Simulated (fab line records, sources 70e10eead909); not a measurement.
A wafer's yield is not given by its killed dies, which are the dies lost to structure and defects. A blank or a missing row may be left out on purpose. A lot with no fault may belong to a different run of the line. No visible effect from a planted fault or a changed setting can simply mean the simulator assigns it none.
Which tool did it? / flow nand_harc / 6 lots, 18 wafers sampled, at 5 steps of a route of 1159

## WHAT THE GAUGES SHOWED, per wafer
NHARC_END_SORT_01.
lot=L321; measured=day 22 14:51; on=prober-02; killed_at_array=73 22 32

## EACH LOT AND THE TOOL THAT RAN IT (in order: tool; ch and the chambers of the sampled wafers; start)
lot=L308; NHARC_A_CONTACT_STRIP_103=rie_diel-07 ch 0,2,3, day 17 09:38; NHARC_A_M1_DEP_33=pecvd-04 ch 0,2, day 18 08:21; NHARC_A_BONDPAD_ETCH_24=rie_diel-07 ch 0,1, day 18 11:14 or earlier; NHARC_A_BONDPAD_DEGAS_25=pvd_sputter-01, day 18 11:14
lot=L313; NHARC_A_CONTACT_STRIP_103=rie_diel-07 ch 1,3, day 17 18:20; NHARC_A_M1_DEP_33=pecvd-04 ch 1,2, day 18 17:55; NHARC_A_BONDPAD_ETCH_24=rie_diel-10 ch 0,1,2, day 18 21:02 or earlier; NHARC_A_BONDPAD_DEGAS_25=pvd_sputter-01, day 18 21:02
lot=L314; NHARC_A_CONTACT_STRIP_103=rie_diel-07 ch 0,1,2, day 18 08:35; NHARC_A_M1_DEP_33=pecvd-01 ch 0,1,2, day 19 12:59; NHARC_A_BONDPAD_ETCH_24=rie_diel-07 ch 1,2,3, day 19 15:47 or earlier; NHARC_A_BONDPAD_DEGAS_25=pvd_sputter-03, day 19 15:47
lot=L316; NHARC_A_CONTACT_STRIP_103=rie_diel-13 ch 0,1, day 19 07:02; NHARC_A_M1_DEP_33=pecvd-04 ch 1,2, day 20 11:57; NHARC_A_BONDPAD_ETCH_24=rie_diel-10 ch 2,3, day 20 14:53; NHARC_A_BONDPAD_DEGAS_25=pvd_sputter-02, day 20 15:19
lot=L321; NHARC_A_CONTACT_STRIP_103=rie_diel-07 ch 0,2,3, day 20 05:35; NHARC_A_M1_DEP_33=pecvd-04 ch 1,2, day 21 04:01; NHARC_A_BONDPAD_ETCH_24=rie_diel-10 ch 2,3, day 21 06:35; NHARC_A_BONDPAD_DEGAS_25=pvd_sputter-03, day 21 07:01
lot=L327; NHARC_A_CONTACT_STRIP_103=rie_diel-05 ch 0,1,3, day 22 05:15; NHARC_A_M1_DEP_33=pecvd-04 ch 1,2, day 23 04:37; NHARC_A_BONDPAD_ETCH_24=rie_diel-07 ch 0,2, day 23 07:34 or earlier; NHARC_A_BONDPAD_DEGAS_25=pvd_sputter-02, day 23 07:34
- NHARC_A_CONTACT_STRIP_103: strips in N2/H2.
- NHARC_A_M1_DEP_33: deposits SiCN, target thk 30 nm.
- NHARC_A_BONDPAD_ETCH_24: etches the open film in CF4/N2, target depth 30 nm, time 72.99 s.
- NHARC_A_BONDPAD_DEGAS_25: time 60 s.

## THE ANSWER, worked out from the rows above alone
Rule: the lots themselves supply what counts as usual. Put in order of their means at a reading, lots are off if they are a third of the lots or fewer, leave a main group of 4 or more, and stand apart from it by a gap of 3 or more times the standard deviation of the main group's means; of several such gaps the widest counts. A main group is skipped when, at the precision printed for the reading in the tables above, its means are all equal. Also off: a lot with no number at a reading for which 4 or more lots have one. All remaining lots with rows at the step are treated as sound.
None of the lots is off at any reading shown; this tells nothing.

## WHAT THE SIMULATOR HAD PUT IN
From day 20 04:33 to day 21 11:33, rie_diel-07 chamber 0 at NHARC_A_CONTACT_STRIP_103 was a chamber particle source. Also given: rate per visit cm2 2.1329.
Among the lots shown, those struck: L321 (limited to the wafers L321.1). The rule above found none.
